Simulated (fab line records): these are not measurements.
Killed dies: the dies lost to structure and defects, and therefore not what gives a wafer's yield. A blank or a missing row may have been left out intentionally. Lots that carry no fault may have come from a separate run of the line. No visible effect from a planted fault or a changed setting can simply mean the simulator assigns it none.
fab line records	flow n5_finfet	part 2 of 2: steps 5 to 6 of 6
record lots=23	wafers=69	last_day=18
route steps=1938 shown BEOL_M4@1109 BEOL_M5@1113
lots that met no fault: from a run of the same line without faults
start_h: hours from the record's first day to the start of the lot's first wafer shown	wait_h: how many hours have passed since the lot's step before this one	" unchanged from the row above	L1.1+2: several wafers, shown together as one row	- no value, or no start given	* or withheld: withheld	< > ~ a bound
route shown NAME@n: names a module that has steps shown in the file, with the first one's number in the route	usual: mean and standard deviation over wafers with no fault	same: alike in all rows	chamber/n: place in a boat	sites: per-site readings	_std_site: the standard deviation of these	_edge_site: outer sites' mean less inner sites'	radius_mm: for every site, how far away it sits from the centre of the wafer	mask NAME#n: copy n	behind: the last tool/chamber to shape the wafer	hold: the reason the lot was held/the length of the hold in hours/how it ended	device: the transistor (n, p or np) that didn't switch	end of line: the same wafers' tests at the end of the route	a step without rows: its recipe alone	killed: at the first sort, the dies lost to defects and structure; wafer yield is something else	map: per-die view of a wafer (x killed, . not killed, _ where there is no die)
set.NAME: the setting as run; set.NAME@STEP: as run at that earlier step	model.NAME: the simulator's own value behind a step, which no gauge read
steps of the route over a sample of lots; a table a step, a row a wafer
services: the hour from which a tool's chamber was out of use, counted from the record's first day as start_h (under 0 if before that day), plus the number of hours and why
## steps
# step N5_BEOL_M5_STRIP_19
# recipe chemistry=O2	power_w=400	temp_c=40	pressure_mtorr=30	rf_frequency_hz=6e+07	bias_power_w=0	overash_fraction=0.2	o2_flow_sccm=225
# usual drypump_motor_current_A=5.7/0.57	oes_product_au=0.79/0.089	rf_vpp_V=3.7/0.51	showerhead_plenum_p_Torr=2.10/0.065	temp_c=39.99/0.11	throttle_valve_pct=16.66/0.26
lot.wafer	tool	chamber	start_h	wait_h	drypump_motor_current_A	oes_product_au	rf_hours_counter_h	rf_vpp_V	showerhead_plenum_p_Torr	temp_c	throttle_valve_pct
L074.2	rie_diel-03	0	171.64	0.1	6.5	0.66	248	4.2	2.16	39.78	16.68
L074.3	"	3	"	"	5.5	0.70	205	5.2	2.19	39.92	17.02
L074.6	"	0	"	"	6.5	0.66	-	3.3	2.16	39.94	16.68
L076.2	rie_diel-06	0	174.75	0.1	6.2	0.75	168	4.1	2.00	40.05	16.87
L076.5	"	2	"	"	5.0	0.91	-	3.4	2.05	39.90	16.17
L076.6	"	3	"	"	5.7	0.80	-	3.5	2.20	40.06	16.59
L077.2	rie_diel-06	2	189.21	0.1	5.0	0.91	34	4.4	2.05	39.86	16.20
L077.3	"	0	"	"	6.2	0.75	172	3.3	2.00	40.17	16.86
L077.6	"	0	"	"	6.2	0.75	-	2.9	2.00	40.07	16.87
L078.2	rie_diel-01	1	189.53	0.1	4.8	0.70	200	3.4	2.15	39.81	16.60
L078.3	"	0	"	"	5.2	0.76	155	3.3	2.10	40.03	16.97
L078.6	"	0	"	"	5.2	0.76	-	2.2	2.10	40.15	16.97
L079.1	rie_diel-03	1	196.10	0.1	5.7	0.90	27	4.4	2.14	40.12	16.44
L079.2	"	3	"	"	5.4	0.70	214	3.9	2.19	39.91	17.01
L079.5	"	1	"	"	5.7	0.91	-	3.7	2.14	40.27	16.43
L080.1	rie_diel-06	0	205.34	0.1	6.2	0.75	176	3.6	2.00	39.92	16.87
L080.4	"	1	"	"	5.1	0.71	220	3.4	2.08	39.87	16.77
L080.5	"	0	"	"	6.2	0.75	-	3.0	2.00	39.94	16.86
L081.3	rie_diel-03	3	214.72	0.2	5.4	0.69	221	4.4	2.18	39.92	17.03
L081.4	"	0	"	"	6.5	0.99	4	3.6	2.16	40.11	16.27
L081.6	"	3	"	"	5.4	0.69	-	4.1	2.18	39.95	17.04
L082.1	rie_diel-01	0	215.33	0.2	5.2	0.75	162	3.7	2.09	40.01	16.98
L082.2	"	2	"	"	6.0	0.79	99	4.0	2.09	40.05	16.58
L082.4	"	1	"	"	4.8	0.68	207	4.2	2.15	40.21	16.64
L084.3	rie_diel-03	1	220.73	0.1	5.7	0.88	35	4.0	2.14	40.21	16.45
L084.4	"	3	"	"	5.4	0.70	-	4.3	2.18	40.18	17.03
L084.6	"	0	"	"	6.5	0.98	-	3.7	2.16	40.07	16.29
L083.1	rie_diel-01	1	224.18	0.2	4.9	0.70	209	3.1	2.15	39.85	16.64
L083.3	"	2	"	"	6.0	0.79	101	3.5	2.09	39.91	16.57
L083.5	"	2	"	"	6.0	0.79	-	3.3	2.09	39.95	16.57
L085.3	rie_diel-06	0	230.19	0.1	6.2	0.74	181	5.2	2.00	40.11	16.88
L085.5	"	2	"	"	5.0	0.88	-	4.2	2.05	39.98	16.22
L085.6	"	3	"	"	5.8	0.77	-	3.4	2.19	39.86	16.63
L087.3	rie_diel-01	2	252.28	0.1	6.0	0.78	111	3.4	2.09	39.92	16.59
L087.4	"	2	"	"	6.0	0.78	-	3.7	2.09	40.04	16.60
L087.5	"	3	"	"	5.9	0.72	-	3.6	2.01	40.14	16.93
L086.1	rie_diel-03	3	255.03	0.1	5.4	0.68	235	3.6	2.18	39.95	17.05
L086.3	"	0	"	"	6.5	0.94	18	4.0	2.16	40.01	16.28
L086.4	"	1	"	"	5.7	0.88	48	3.5	2.14	39.92	16.47
L088.1	rie_diel-03	1	260.39	0.1	5.7	0.87	49	3.9	2.14	39.98	16.47
L088.3	"	0	"	"	6.5	0.95	19	4.1	2.15	39.97	16.29
L088.4	"	2	"	"	6.6	0.94	7	3.9	2.07	39.92	16.57
L089.2	rie_diel-03	3	279.44	0.1	5.4	0.68	243	4.0	2.18	39.97	17.06
L089.4	"	1	"	"	5.7	0.86	55	3.1	2.13	40.00	16.47
L089.5	"	2	"	"	6.6	0.92	-	3.7	2.07	40.18	16.57
L093.2	rie_diel-06	1	279.79	0.2	5.1	0.70	243	3.6	2.07	40.05	16.82
L093.4	"	3	"	"	5.7	0.76	132	3.3	2.19	39.89	16.66
L093.6	"	2	"	"	5.0	0.86	-	4.2	2.04	39.86	16.25
L090.1	rie_diel-06	2	279.89	0.1	4.9	0.86	62	2.8	2.04	39.92	16.26
L090.3	"	3	"	"	5.7	0.77	132	3.1	2.19	39.96	16.65
L090.5	"	1	"	"	5.0	0.69	-	4.2	2.07	39.93	16.82
L091.3	rie_diel-06	1	282.61	0.1	5.1	0.70	244	3.4	2.07	40.04	16.84
L091.5	"	3	"	"	5.7	0.76	-	4.2	2.19	40.01	16.64
L091.6	"	0	"	"	6.2	0.73	-	3.4	1.99	39.98	16.90
L092.1	rie_diel-06	3	290.98	0.2	5.7	0.78	134	3.1	2.19	40.13	16.67
L092.2	"	0	"	"	6.2	0.73	197	4.3	1.99	40.07	16.91
L092.3	"	2	"	"	5.0	0.87	63	3.9	2.04	40.02	16.25
L095.1	rie_diel-03	2	305.49	0.1	6.6	0.90	19	4.0	2.07	40.07	16.60
L095.3	"	0	"	"	6.5	0.91	33	3.3	2.15	40.14	16.32
L095.6	"	0	"	"	6.5	0.91	-	3.6	2.15	40.03	16.34
L094.3	rie_diel-01	2	310.59	0.1	6.0	0.77	126	3.7	2.09	40.14	16.62
L094.5	"	0	"	"	5.2	0.74	-	3.1	2.09	39.84	17.01
L094.6	"	1	"	"	4.8	0.69	-	3.5	2.14	39.80	16.68
L097.1	rie_diel-03	0	317.38	0.3	6.5	0.90	38	3.9	2.15	39.87	16.34
L097.3	"	1	"	"	5.7	0.84	67	3.4	2.13	40.08	16.51
L097.6	"	1	"	"	5.7	0.85	-	3.4	2.13	40.00	16.49
L096.1	rie_diel-06	2	325.00	0.1	4.9	0.84	77	3.8	2.04	40.13	16.29
L096.4	"	3	"	"	5.7	0.75	-	4.2	2.18	40.04	16.69
L096.5	"	2	"	"	4.9	0.84	-	3.9	2.04	40.10	16.28
# step N5_BEOL_M5_STRIP_91
# recipe chemistry=N2/H2	time_s=10	power_w=450	temp_c=40	pressure_mtorr=20	rf_frequency_hz=6e+07	bias_power_w=7	n2_flow_sccm=200	h2_flow_sccm=200
# usual drypump_motor_current_A=5.8/0.58	oes_product_au=0.79/0.093	rf_vpp_V=59.2/0.86	showerhead_plenum_p_Torr=2.55/0.07	temp_c=40.01/0.11	throttle_valve_pct=23.64/0.22
lot.wafer	tool	chamber	start_h	wait_h	drypump_motor_current_A	oes_product_au	rf_hours_counter_h	rf_vpp_V	showerhead_plenum_p_Torr	temp_c	throttle_valve_pct
L074.2	rie_diel-06	0	-	-	6.3	0.75	168	58.0	2.41	40.08	23.67
L074.3	"	3	"	"	5.8	0.80	102	58.7	2.66	40.10	23.34
L074.6	"	0	"	"	6.3	0.75	-	59.0	2.41	40.04	23.65
L076.2	rie_diel-06	2	-	-	5.0	0.91	31	58.9	2.49	40.24	23.27
L076.5	"	3	"	"	5.7	0.80	-	59.8	2.66	40.04	23.33
L076.6	"	0	"	"	6.2	0.75	-	57.4	2.41	39.89	23.66
L077.2	rie_diel-01	2	-	-	6.0	0.81	91	59.9	2.55	39.94	23.66
L077.3	"	3	"	"	5.9	0.74	192	59.1	2.43	40.00	23.96
L077.6	"	1	"	"	4.9	0.70	-	58.6	2.62	39.93	23.55
L078.2	rie_diel-03	1	-	-	5.7	0.91	25	59.2	2.60	39.94	23.53
L078.3	"	3	"	"	5.4	0.71	212	60.9	2.62	39.96	23.75
L078.6	"	3	"	"	5.4	0.70	-	59.1	2.62	39.91	23.75
L079.1	rie_diel-03	2	-	-	6.6	0.67	245	59.1	2.49	39.99	23.52
L079.2	"	3	"	"	5.4	0.70	216	59.5	2.62	40.03	23.75
L079.5	"	3	"	"	5.4	0.70	-	60.3	2.62	40.00	23.76
L080.1	rie_diel-06	1	-	-	5.1	0.71	221	57.9	2.50	39.95	23.33
L080.4	"	2	"	"	5.0	0.90	39	59.0	2.49	40.08	23.29
L080.5	"	0	"	"	6.2	0.75	-	59.7	2.41	40.17	23.68
L081.3	rie_diel-01	0	-	-	5.2	0.75	163	59.4	2.53	40.11	23.97
L081.4	"	3	"	"	6.0	0.73	200	57.8	2.43	39.84	23.99
L081.6	"	0	"	"	5.2	0.75	-	59.8	2.53	40.06	23.98
L082.1	rie_diel-03	2	-	-	6.6	0.67	250	58.6	2.49	40.01	23.51
L082.2	"	3	"	"	5.4	0.69	221	57.8	2.62	40.04	23.75
L082.4	"	0	"	"	6.5	0.99	4	60.0	2.61	40.02	23.63
L084.3	rie_diel-03	1	-	-	5.7	0.88	36	59.1	2.59	39.97	23.55
L084.4	"	1	"	"	5.7	0.89	-	58.5	2.59	40.05	23.55
L084.6	"	0	"	"	6.5	0.98	-	60.8	2.61	40.08	23.61
L083.1	rie_diel-01	2	-	-	6.0	0.79	102	58.8	2.55	40.15	23.66
L083.3	"	0	"	"	5.2	0.75	165	59.1	2.53	39.94	23.96
L083.5	"	3	"	"	5.9	0.73	-	57.9	2.43	40.09	23.98
L085.3	rie_diel-03	0	-	-	6.5	0.97	11	58.9	2.61	39.95	23.62
L085.5	"	3	"	"	5.4	0.69	-	59.2	2.62	40.00	23.76
L085.6	"	1	"	"	5.7	0.88	-	60.3	2.59	40.11	23.56
L087.3	rie_diel-06	1	-	-	5.1	0.71	235	58.6	2.49	39.93	23.34
L087.4	"	3	"	"	5.8	0.77	125	59.9	2.65	39.82	23.36
L087.5	"	0	"	"	6.3	0.74	-	59.1	2.40	39.94	23.67
L086.1	rie_diel-03	2	-	-	6.6	0.94	7	59.3	2.48	40.09	23.22
L086.3	"	1	"	"	5.7	0.86	49	60.5	2.58	40.22	23.55
L086.4	"	3	"	"	5.4	0.67	237	58.5	2.61	39.97	23.78
L088.1	rie_diel-01	1	-	-	4.8	0.69	219	58.6	2.61	40.17	23.57
L088.3	"	3	"	"	5.9	0.73	213	58.6	2.43	39.97	23.99
L088.4	"	0	"	"	5.2	0.75	171	59.5	2.53	40.06	23.98
L089.2	rie_diel-03	2	-	-	6.6	0.92	12	59.8	2.48	39.87	23.24
L089.4	"	3	"	"	5.4	0.69	243	59.2	2.61	39.95	23.78
L089.5	"	1	"	"	5.7	0.86	-	59.8	2.58	40.12	23.56
L090.1	rie_diel-03	1	-	-	5.7	0.85	56	59.8	2.58	40.03	23.57
L090.3	"	0	"	"	6.5	0.92	26	59.6	2.60	39.91	23.64
L090.5	"	2	"	"	6.6	0.93	-	59.5	2.48	39.94	23.25
L093.2	rie_diel-01	2	-	-	6.0	0.78	119	59.5	2.54	39.87	23.68
L093.4	"	1	"	"	4.8	0.69	226	60.4	2.61	40.08	23.58
L093.6	"	0	"	"	5.2	0.75	-	59.6	2.52	39.77	23.98
L091.3	rie_diel-03	2	-	-	6.6	0.93	14	60.2	2.48	39.94	23.25
L091.5	"	0	"	"	6.5	0.92	-	58.3	2.60	40.00	23.65
L091.6	"	1	"	"	5.7	0.86	-	60.8	2.58	39.97	23.58
L092.1	rie_diel-01	2	-	-	6.0	0.77	120	58.6	2.54	40.07	23.69
L092.2	"	1	"	"	4.8	0.69	227	60.0	2.61	40.09	23.56
L092.3	"	0	"	"	5.2	0.74	179	60.5	2.52	40.05	23.98
L095.1	rie_diel-01	2	-	-	6.0	0.76	124	59.4	2.54	40.17	23.71
L095.3	"	0	"	"	5.2	0.73	183	60.4	2.52	39.86	23.99
L095.6	"	0	"	"	5.2	0.73	-	57.6	2.52	39.93	24.00
L094.3	rie_diel-03	0	-	-	6.5	0.91	36	59.7	2.60	40.18	23.68
L094.5	"	2	"	"	6.6	0.90	-	58.9	2.48	40.01	23.23
L094.6	"	1	"	"	5.7	0.85	-	58.5	2.58	39.92	23.59
L097.1	rie_diel-03	0	-	-	6.5	0.90	39	60.1	2.60	39.84	23.66
L097.3	"	2	"	"	6.6	0.90	-	57.9	2.48	39.99	23.26
L097.6	"	2	"	"	6.6	0.89	-	58.8	2.48	40.13	23.23
L096.1	rie_diel-01	2	-	-	6.0	0.76	131	59.7	2.53	39.96	23.71
L096.4	"	0	"	"	5.2	0.74	189	58.7	2.52	39.90	24.01
L096.5	"	1	"	"	4.8	0.68	-	58.8	2.61	40.12	23.59
## services
tool	chamber	start_h	hours	kind
rie_diel-06	0	160.21	2.8	repair
uv_cure-01	-	161.77	3.4	repair
rie_diel-03	0	178.59	-	clean
rie_diel-03	0	178.59	-	consumable_replace:focus_ring
rie_diel-03	0	178.59	26.3	scheduled_down
rie_diel-03	0	178.59	26.3	vent_cycle
uv_cure-01	-	192.60	2.1	pm
uv_cure-01	-	198.28	1.0	pm
rie_diel-06	0	213.00	3.4	repair
rie_diel-03	2	217.30	-	clean
rie_diel-03	2	217.30	-	consumable_replace:focus_ring
rie_diel-03	2	217.30	20.1	scheduled_down
rie_diel-03	2	217.30	20.1	vent_cycle
rie_diel-01	1	226.18	3.6	repair
rie_diel-01	0	241.59	12.8	repair
uv_cure-03	-	242.34	6.1	repair
uv_cure-01	-	242.69	1.8	repair
uv_cure-01	-	263.17	7.1	pm
rie_diel-03	2	266.47	4.2	repair
rie_diel-06	1	290.13	8.6	repair
rie_diel-01	-	294.76	1.2	repair
rie_diel-03	3	303.82	-	clean
rie_diel-03	3	303.82	-	consumable_replace:focus_ring
rie_diel-03	3	303.82	16.7	scheduled_down
